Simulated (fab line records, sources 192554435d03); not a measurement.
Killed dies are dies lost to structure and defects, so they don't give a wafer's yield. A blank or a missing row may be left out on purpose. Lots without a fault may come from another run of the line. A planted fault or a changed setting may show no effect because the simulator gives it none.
fab line records | flow n5_finfet
record lots=6 wafers=17 last_day=17
route steps=1938 shown BEOL_M14@1758 PASSIVATION@1936
lots that met no fault: from a run of the same line without faults
start_h: hours from the record's first day to the start of the lot's first wafer shown | wait_h: hours since the lot's step before | " the same as in the row above | L1.1+2: a row that stands for several wafers | - no value, or no start given | * or withheld: withheld | < > ~ a bound
route shown NAME@n: a module of which the file shows steps, and the number in the route of the first | usual: mean/standard deviation of fault-free wafers | same: alike in all rows | chamber/n: place in a boat | sites: the reading at each site | _std_site: their standard deviation | _edge_site: outer sites' mean less inner sites' | radius_mm: how far each site lies from the wafer's centre | mask NAME#n: copy n | behind: the tool/chamber that last shaped the wafer | hold: why the lot was held/for how many hours/how that ended | device: the transistor (n, p or np) that didn't switch | end of line: the same wafers' tests at the end of the route | a step without rows: its recipe alone | killed: dies lost to structure and defects at the first sort, not the wafer's yield | map: a wafer's dies, x killed, . not, _ none there
set.NAME: the setting as run; set.NAME@STEP: as run at that earlier step | model.NAME: the simulator's own value behind a step, which no gauge read
lots at some steps of the route; a table a step, a row a wafer
services: from which hour (start_h, from the record's first day; less than 0 if before it) a tool's chamber was out of use, for how many hours, and why
## steps
# step N5_BEOL_M14_PRECLEAN_39
# recipe chemistry=residue_remover time_s=60 temp_c=40
# step N5_BEOL_M14_SRD_40
# recipe time_s=30 temp_c=23 rinse_liquid=diw dry=n2_spin spin_rpm=1500 dry_time_s=30
# step N5_BEOL_M14_DEGAS_41
# recipe ambient=vacuum temp_c=300 time_s=60
# usual heater_power_w=453/38
# same time_s=60
# columns lot.wafer tool chamber start_h wait_h heater_power_w
L430.3 pvd_sputter-02 - 261.64 0.2 399
L430.4 " - " " 424
L430.5 " - " " 463
L428.1 pvd_sputter-03 - 262.08 0.1 403
L428.3 " - " " 457
L428.4 " - " " 436
L431.2 pvd_sputter-03 - 273.88 0.6 433
L431.3 " - " " 431
L431.6 " - " " 437
L437.3 pvd_sputter-02 - 307.04 0.0 433
L437.4 " - " " 394
L437.5 " - " " 470
L445.1 pvd_sputter-03 - 362.78 0.0 448
L445.2 " - " " 453
L447.1 pvd_sputter-02 - 377.29 0.6 482
L447.2 " - " " 390
L447.6 " - " " 426
# step N5_BEOL_M14_PRE_CLEAN_42
# recipe gas=H2/He time_s=30 temp_c=300
# step N5_BEOL_M14_SPUTTER_43
# recipe material=TaN target_thk_a=150 temp_c=50 bias_v=168.6 power_w=15000 chamber_pressure_pa=0.12 time_s=24.19
# usual substrate_temp_c=49.99/0.11 throttle_valve_pct=30.1/0.96
# same time_s=24.19
# columns lot.wafer tool chamber start_h wait_h substrate_temp_c throttle_valve_pct
L430.3 pvd_sputter-02 - 261.72 0.0 50.00 30.6
L430.4 " - " " 49.92 30.9
L430.5 " - " " 49.86 29.3
L428.1 pvd_sputter-03 - 262.16 0.0 50.05 30.2
L428.3 " - " " 49.95 29.4
L428.4 " - " " 49.96 30.2
L431.2 pvd_sputter-03 - 273.96 0.0 50.06 30.4
L431.3 " - " " 50.00 28.4
L431.6 " - " " 49.97 29.8
L437.3 pvd_sputter-02 - 307.12 0.0 49.96 31.2
L437.4 " - " " 49.82 30.6
L437.5 " - " " 49.99 31.6
L445.1 pvd_sputter-03 - 362.86 0.0 50.18 28.5
L445.2 " - " " 49.94 29.7
L447.1 pvd_sputter-02 - 377.37 0.0 50.16 29.7
L447.2 " - " " 50.22 30.3
L447.6 " - " " 50.13 30.8
# step N5_BEOL_M14_SPUTTER_44
# recipe material=Ta target_thk_a=150 temp_c=50 bias_v=80 power_w=15000 chamber_pressure_pa=0.07 time_s=24.19
# usual substrate_temp_c=49.99/0.12 throttle_valve_pct=30.1/0.98
# same time_s=24.19
# columns lot.wafer tool chamber start_h wait_h substrate_temp_c throttle_valve_pct
L430.3 pvd_sputter-02 - 261.80 0.0 49.87 30.5
L430.4 " - " " 49.95 31.0
L430.5 " - " " 49.88 29.5
L428.1 pvd_sputter-03 - 262.24 0.0 49.99 30.1
L428.3 " - " " 49.95 29.4
L428.4 " - " " 50.00 30.0
L431.2 pvd_sputter-03 - 274.04 0.0 50.07 29.9
L431.3 " - " " 50.07 28.5
L431.6 " - " " 50.00 30.0
L437.3 pvd_sputter-02 - 307.20 0.0 50.06 31.0
L437.4 " - " " 49.99 30.4
L437.5 " - " " 50.11 31.3
L445.1 pvd_sputter-03 - 362.94 0.0 50.32 28.3
L445.2 " - " " 50.06 29.7
L447.1 pvd_sputter-02 - 377.45 0.0 49.76 29.6
L447.2 " - " " 50.04 30.3
L447.6 " - " " 49.82 31.0
# step N5_BEOL_M14_SPUTTER_45
# recipe material=Cu target_thk_a=1000 temp_c=-20 bias_v=60 power_w=26000 chamber_pressure_pa=0.13 time_s=16.67
# usual chuck_sensor_temp_C=-16.2/0.54 substrate_temp_c=-20.00/0.1 throttle_valve_pct=30.1/0.97
# same time_s=16.67
# columns lot.wafer tool chamber start_h wait_h chuck_sensor_temp_C substrate_temp_c throttle_valve_pct
L430.3 pvd_sputter-02 - 261.88 0.0 -16.1 -20.12 30.4
L430.4 " - " " -16.5 -19.76 31.1
L430.5 " - " " -17.2 -20.00 29.3
L428.1 pvd_sputter-03 - 262.32 0.0 -16.1 -19.96 29.9
L428.3 " - " " -15.5 -20.07 29.6
L428.4 " - " " -15.5 -19.74 30.2
L431.2 pvd_sputter-03 - 274.12 0.0 -15.6 -19.97 30.0
L431.3 " - " " -16.7 -20.20 28.3
L431.6 " - " " -15.6 -19.96 29.8
L437.3 pvd_sputter-02 - 307.28 0.0 -16.4 -20.13 31.0
L437.4 " - " " -15.8 -20.14 30.6
L437.5 " - " " -15.5 -19.87 31.5
L445.1 pvd_sputter-03 - 363.02 0.0 -16.8 -20.06 28.7
L445.2 " - " " -15.4 -19.92 29.7
L447.1 pvd_sputter-02 - 377.53 0.0 -17.2 -20.15 29.3
L447.2 " - " " -16.0 -19.79 30.6
L447.6 " - " " -16.5 -20.10 30.9
# step N5_BEOL_M14_ECD_47
# recipe material=Cu target_thk_a=12480
# step N5_BEOL_M14_ANNEAL_48
# recipe temp_c=225 time_s=90 ambient=N2
# step N5_BEOL_M14_CMP_49
# recipe stop_on=SiO2 t_overpolish_s=5.2 down_force_psi=2 platen_rpm=80 clearing_platen_down_force_psi=2 clearing_platen_rpm=80 post_cmp_clean=cu_alkaline target_thk_nm=560 clearing_platen_pad_velocity_m_s=1.5917 pad_velocity_m_s=1.5917
# usual barrier_field_endpoint_s=11.3/0.36 motor_current_A=8.2/0.67 overpolish_run_s=5.200/0.0088 time_to_endpoint_s=123/6.6
# columns lot.wafer tool chamber start_h wait_h barrier_field_endpoint_s motor_current_A overpolish_run_s time_to_endpoint_s
L430.4 cmp-01 0 262.52 0.2 10.9 8.7 5.190 110
L430.3 " 2 " " 11.6 6.9 5.184 123
L430.5 " 3 " " 11.3 8.1 5.204 123
L428.3 cmp-03 0 263.04 0.2 11.3 8.4 5.197 124
L428.1 " 1 " " 11.6 9.1 5.183 126
L428.4 " 2 " " 10.9 7.2 5.198 119
L431.2 cmp-01 1 274.80 0.2 10.9 8.9 5.202 120
L431.3 " 0 " " 10.5 8.3 5.207 109
L431.6 " 2 " " 10.9 6.8 5.218 117
L437.4 cmp-03 3 307.89 0.1 11.2 7.6 5.177 119
L437.3 " 2 " " 11.0 6.7 5.184 114
L437.5 " 3 " " 11.4 7.7 5.214 117
L445.1 cmp-01 3 364.07 0.3 11.3 8.0 5.209 126
L445.2 " 2 " " 11.1 7.0 5.222 122
L447.1 cmp-03 2 378.14 0.3 11.1 7.2 5.206 119
L447.2 " 1 " " 11.5 9.4 5.203 125
L447.6 " 3 " " 11.7 8.0 5.204 130
# step N5_BEOL_M14_THK_MEAS_50
# recipe thk_meas_gauge=xrf reads=Cu_of_BEOL_M14_ECD_47
# usual M14_THK=558/15
# columns lot.wafer tool chamber start_h wait_h M14_THK[nm]
L430.3 film_metro-01 - 262.78 - 562
L430.4 " - " " 566
L430.5 " - " " 559
L428.1 film_metro-01 - 263.33 - 580
L428.3 " - " " 569
L428.4 " - " " 564
L431.2 film_metro-01 - 275.09 - 565
L431.3 " - " " 577
L431.6 " - " " 580
L437.3 film_metro-01 - 308.18 - 561
L437.4 " - " " 577
L437.5 " - " " 556
L445.1 film_metro-01 - 364.36 - 577
L445.2 " - " " 542
L447.1 film_metro-02 - 378.43 - 560
L447.2 " - " " 524
L447.6 " - " " 555
# step N5_BEOL_M14_PRE_CLEAN_52
# recipe gas=NH3 time_s=15 temp_c=withheld rf_power_w=300
# step N5_BEOL_M14_DEP_53
# recipe material=SiCN target_thk_a=500 temp_c=withheld precursor=3MS/NH3 pressure_torr=3 rf_w=675 time_s=17.8
# usual chamber_pressure_Torr=2.999/0.0067 showerhead_plenum_p_Torr=4.155/0.016 throttle_valve_pct=17.7/0.92
# columns lot.wafer tool chamber start_h wait_h chamber_pressure_Torr showerhead_plenum_p_Torr throttle_valve_pct model.SiCN_of_BEOL_M14_DEP_53.thk_nm
L430.3 pecvd-01 0 262.84 0.0 3.007 4.159 17.6 48.8
L430.4 " 2 " " 3.001 4.148 18.4 49
L430.5 " 1 " " 3.006 4.161 16.8 50
L428.1 pecvd-04 1 263.39 0.0 3.006 4.135 18.2 49.4
L428.3 " 2 " " 3.005 4.180 17.1 49.2
L428.4 " 1 " " 2.999 4.133 18.3 50.4
L431.2 pecvd-03 0 275.15 0.0 2.992 4.156 18.2 50.8
L431.3 " 2 " " 2.995 4.172 17.1 48.8
L431.6 " 1 " " 2.989 4.132 20.3 51.2
L437.3 pecvd-03 0 308.25 0.0 3.006 4.151 18.0 50.4
L437.4 " 2 " " 3.000 4.177 17.5 49.2
L437.5 " 1 " " 3.001 4.132 20.4 50
L445.1 pecvd-04 0 364.43 0.0 2.999 4.158 17.0 49.6
L445.2 " 2 " " 3.001 4.179 17.2 53.6
L447.1 pecvd-04 0 378.49 0.0 2.990 4.163 16.9 48.8
L447.2 " 1 " " 2.999 4.133 18.7 53.4
L447.6 " 0 " " 2.984 4.168 16.8 49.8
# step N5_BEOL_M14_RS_MEAS_54
# recipe thk_meas_gauge=four-point-probe reads=Cu_of_BEOL_M14_ECD_47+Ta_of_BEOL_M14_SPUTTER_44+TaN_of_BEOL_M14_SPUTTER_43
# usual M14_RS=0.0336/0.00086
# columns lot.wafer tool chamber start_h wait_h M14_RS[ohm/sq]
L430.3 film_metro-01 - 262.91 0.1 0.0334
L430.4 " - " " 0.0332
L430.5 " - " " 0.0335
L428.1 film_metro-01 - 263.46 0.0 0.0329
L428.3 " - " " 0.0335
L428.4 " - " " 0.0337
L431.2 film_metro-01 - 275.49 0.3 0.0334
L431.3 " - " " 0.0325
L431.6 " - " " 0.0324
L437.3 film_metro-01 - 308.31 0.1 0.0333
L437.4 " - " " 0.0325
L437.5 " - " " 0.0336
L445.1 film_metro-01 - 364.49 0.0 0.0325
L445.2 " - " " 0.0346
L447.1 film_metro-01 - 378.56 0.0 0.0330
L447.2 " - " " 0.0354
L447.6 " - " " 0.0334
# step N5_PASSIVATION_PROBE_49
# usual defect_limited_yield=91.1/1.5 killed_at_M0_to_M3=35/11 killed_at_M4_up=13/5.7 killed_at_contacts=12/5.7 killed_at_front_end=40/11 killed_at_other=4/4.4 killed_dies=105/18 killed_open=68/14 killed_short=34/7.4 sort_bin_5_function=5.2/1 sort_bin_6_memory=3.3/0.67 sort_n_pass=1074/18 sort_yield_pct=91.0/1.5
# same gross_dies=1180 killed_at_back_side=0 sort_bin_4_leakage[%]=0 sort_bin_8_speed[%]=0
# columns lot.wafer tool chamber start_h wait_h defect_limited_yield[%] killed_at_M0_to_M3 killed_at_M4_up killed_at_contacts killed_at_front_end killed_at_other killed_dies killed_open killed_short sort_bin_5_function[%] sort_bin_6_memory[%] sort_n_pass sort_yield_pct[%]
L431.2 prober-02 - 296.10 0.1 88.9 36 21 9 63 2 131 87 44 6.2 4.4 1049 88.9
L431.3 prober-02 - 296.15 0.1 89.5 46 17 4 47 10 124 78 38 6.9 3.4 1056 89.5
L431.6 prober-02 - 296.30 0.3 88.5 57 13 11 54 1 136 85 50 6.4 4.7 1044 88.5
L445.2 prober-01 - 391.93 0.1 92.1 37 13 6 23 14 93 47 32 5.6 1.9 1087 92.1
L447.1 prober-02 - 401.31 0.0 81.5 38 18 12 32 118 218 57 46 14.7 3.6 962 81.5
L447.2 prober-02 - 401.36 0.1 87.4 29 7 15 33 65 149 57 32 9.9 2.4 1031 87.4
L447.6 prober-02 - 401.56 0.3 87.7 49 16 25 33 22 145 93 38 6.9 4.9 1035 87.7
# killed by level:class
L431.2 STI_FIN_REVEAL:geometric_particle:open=19 FIN_SAQP:geometric_particle:short=14 BEOL_M0_SAQP:geometric_particle:open=11 BEOL_M3:geometric_particle:open=10 FIN_SAQP:geometric_particle:open=9 BEOL_M0_SAQP:geometric_particle:short=8 MOL_CONTACT_COAG:geometric_particle:open=7 GATE_CUT:geometric_particle:short=6
L431.3 BEOL_M0_SAQP:geometric_particle:open=19 STI_FIN_REVEAL:geometric_particle:open=17 BEOL_M0_SAQP:geometric_particle:short=12 BEOL_M3:geometric_particle:open=8 MIM_TOP_ETCH:area_etch=7 FIN_SAQP:geometric_particle:open=6 BEOL_M4:geometric_particle:open=6 GATE_CUT:geometric_particle:short=5
L431.6 BEOL_M0_SAQP:geometric_particle:open=20 STI_FIN_REVEAL:geometric_particle:open=14 GATE_CUT:geometric_particle:short=12 BEOL_M0_SAQP:geometric_particle:short=12 FIN_SAQP:geometric_particle:open=9 BEOL_M3:geometric_particle:open=9 MOL_CONTACT_COAG:geometric_particle:open=8 FIN_SAQP:geometric_particle:short=6
L445.2 MIM_TOP_ETCH:area_etch=14 BEOL_M0_SAQP:geometric_particle:short=10 BEOL_M4:geometric_particle:short=9 BEOL_M3:geometric_particle:open=8 BEOL_M2:geometric_particle:open=7 DUMMY_GATE:geometric_particle:open=6 MOL_CONTACT_COAG:geometric_particle:open=6 BEOL_M0_SAQP:geometric_particle:open=6
L447.1 PASSIVATION:area_etch=114 DUMMY_GATE:geometric_particle:open=9 BEOL_M0_SAQP:geometric_particle:short=9 MOL_CONTACT_COAG:geometric_particle:open=8 BEOL_M3:geometric_particle:open=8 GATE_CUT:geometric_particle:short=7 ILD0:geometric_particle:short=5 FIN_SAQP:geometric_particle:short=4
L447.2 PASSIVATION:area_etch=58 FIN_SAQP:geometric_particle:open=14 MOL_CONTACT_COAG:geometric_particle:open=12 BEOL_M0_SAQP:geometric_particle:open=9 BEOL_M0_SAQP:geometric_particle:short=8 STI_FIN_REVEAL:geometric_particle:open=6 BEOL_M3:geometric_particle:short=5 MOL_CONTACT_COAG:geometric_particle:short=3
L447.6 MOL_CONTACT_COAG:geometric_particle:open=20 PASSIVATION:area_etch=14 BEOL_M0_SAQP:geometric_particle:open=11 BEOL_M0_SAQP:geometric_particle:short=10 BEOL_M3:geometric_particle:open=9 BEOL_M4:geometric_particle:open=7 GATE_CUT:geometric_particle:short=6 BEOL_M1:geometric_particle:open=6
## services
# columns tool chamber start_h hours kind
pecvd-01 0 245.86 8.9 repair
cmp-03 - 246.74 0.4 repair
cmp-01 - 255.89 0.7 repair
pecvd-03 0 268.45 2.1 scheduled_down
cmp-01 - 300.42 4.0 pm
cmp-01 - 304.42 - consumable_replace:conditioner
cmp-01 - 304.42 - consumable_replace:pad
cmp-01 - 316.25 4.7 pm
cmp-03 - 322.94 0.5 repair
pecvd-01 1 349.13 5.5 scheduled_down
pecvd-03 0 359.27 7.5 repair
pvd_sputter-03 - 366.40 10.0 repair
pecvd-01 - 375.46 7.3 repair
## key
first_sign none at tools or gauges
model_effect step=N5_BEOL_M14_DEP_53 value=SiCN_of_BEOL_M14_DEP_53.thk_nm without=49.5 struck=53.5
met_at N5_BEOL_M14_DEP_53
struck_wafers L445.2,L447.2
baseline_loss step=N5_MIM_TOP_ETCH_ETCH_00 wafers=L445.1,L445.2
baseline_loss step=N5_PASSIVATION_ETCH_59 wafers=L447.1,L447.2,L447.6
onset_between 263.39 364.43
fault kind=process_parameter_drift tool=pecvd-04 chamber=- onset_h=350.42 steps=N5_BEOL_M14_DEP_53 channel=time_s offset=* shape=step end_h=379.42 scope=struck_wafers_only acts_in=* stated=*
# baseline_loss: these wafers lose ten dies or more at that step, a loss of the line's own and not of a fault; the sort's usual values leave them out
